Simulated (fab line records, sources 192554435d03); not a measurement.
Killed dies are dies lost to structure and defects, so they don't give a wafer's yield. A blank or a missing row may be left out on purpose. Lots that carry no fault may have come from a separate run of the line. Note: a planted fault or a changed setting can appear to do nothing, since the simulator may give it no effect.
Which tool was responsible? | flow n5_finfet | Sampling: 10 lots, 29 wafers, 4 of 1938 route steps

## WHAT EACH GAUGE READ, for each wafer
N5_BEOL_M10_INSPECT_58: inspects for defects (darkfield).
lot  | measured     | on                | raw_defect_count
L377 | day 12 01:41 | defect_inspect-02 | 60 77 114
L379 | day 12 12:59 | defect_inspect-02 | 74 115
L381 | day 13 05:50 | defect_inspect-02 | 94 63 84
L382 | day 14 00:13 | defect_inspect-01 | 83 79 113
L386 | day 14 05:37 | defect_inspect-01 | 97 70 94
L387 | day 14 06:02 | defect_inspect-02 | 66 77 70
L385 | day 14 09:35 | defect_inspect-02 | 920 990 1005
L389 | day 14 15:29 | defect_inspect-02 | 67 45 86
L390 | day 14 22:19 | defect_inspect-02 | 1035 1062 1006
L395 | day 16 10:47 | defect_inspect-01 | 59 40 55

## EACH LOT AND THE TOOL THAT RAN IT (in order: tool; ch and the chambers of the sampled wafers; start)
lot  | N5_BEOL_M10_ETCH_66                | N5_BEOL_M10_SURFACE_TREAT_76 | N5_BEOL_M10_CMP_52
L377 | rie_diel-06 ch 1,2,3, day 11 22:46 | pvd_sputter-01, day 12 00:16 | cmp-01 ch 0,2,3, day 12 01:17
L379 | rie_diel-05 ch 2,3, day 12 09:51   | pvd_sputter-03, day 12 11:11 | cmp-02 ch 2,3, day 12 12:41
L381 | rie_diel-05 ch 0,1,2, day 13 00:46 | pvd_sputter-01, day 13 02:40 | cmp-01 ch 0,1,3, day 13 05:28
L382 | rie_diel-05 ch 1,3, day 13 21:11   | pvd_sputter-02, day 13 22:59 | cmp-03 ch 0,1, day 13 23:48
L386 | rie_diel-06 ch 0,1,2, day 14 02:30 | pvd_sputter-01, day 14 04:04 | cmp-01 ch 0,1,3, day 14 05:10
L387 | rie_diel-05 ch 1,2,3, day 14 02:49 | pvd_sputter-03, day 14 04:44 | cmp-01 ch 0,2,3, day 14 05:41
L385 | rie_diel-01 ch 0,1,3, day 14 06:55 | pvd_sputter-01, day 14 08:16 | cmp-01 ch 0,1,3, day 14 09:06
L389 | rie_diel-06 ch 0,1,3, day 14 12:30 | pvd_sputter-01, day 14 14:11 | cmp-03 ch 0,2, day 14 15:02
L390 | rie_diel-05 ch 1,3, day 14 19:19   | pvd_sputter-02, day 14 21:04 | cmp-01 ch 2,3, day 14 21:52
L395 | rie_diel-01 ch 1,3, day 16 07:46   | pvd_sputter-03, day 16 09:08 | cmp-03 ch 0,2,3, day 16 10:24
- N5_BEOL_M10_ETCH_66: etches SOC in N2/H2, target depth 120 nm, overetch 24 nm, time 180 s.
- N5_BEOL_M10_SURFACE_TREAT_76
- N5_BEOL_M10_CMP_52: polishes, stops on SiCOH lowk, t overpolish 7 s, target thk 140 nm.

## THE ANSWER, worked out from the rows above alone
Rule: what is usual is taken from the lots themselves. Put in order of their means at a reading, lots are off if they are a third of the lots or fewer, leave a main group of 4 or more, and stand apart from it by a gap of 3 or more times the standard deviation of the main group's means; of several such gaps the widest counts. A main group is skipped when, at the precision printed for the reading in the tables above, its means are all equal. Also off: a lot with no number at a reading for which 4 or more lots have one. All remaining lots with rows at the step are treated as sound.
Off at N5_BEOL_M10_INSPECT_58 (raw_defect_count): L385, L390. For the main group the mean is 78 and the standard deviation 14.
If a tool, at a process step before that reading, ran all the lots that are off and no sound lot after the first of them, it fits. The gauges at N5_BEOL_M10_INSPECT_58 are tried like those tools. One fits: N5_BEOL_M10_CMP_52 on cmp-01. Its last sound lot is L387 (day 14 05:41), its first lot that is off L385 (day 14 09:06): a fault that began between those two fits.

## WHAT THE SIMULATOR HAD PUT IN
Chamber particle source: cmp-01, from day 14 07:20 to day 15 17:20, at N5_BEOL_M10_CMP_52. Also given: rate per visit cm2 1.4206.
Lots struck among those shown: L385, L390. The rule above found the same.
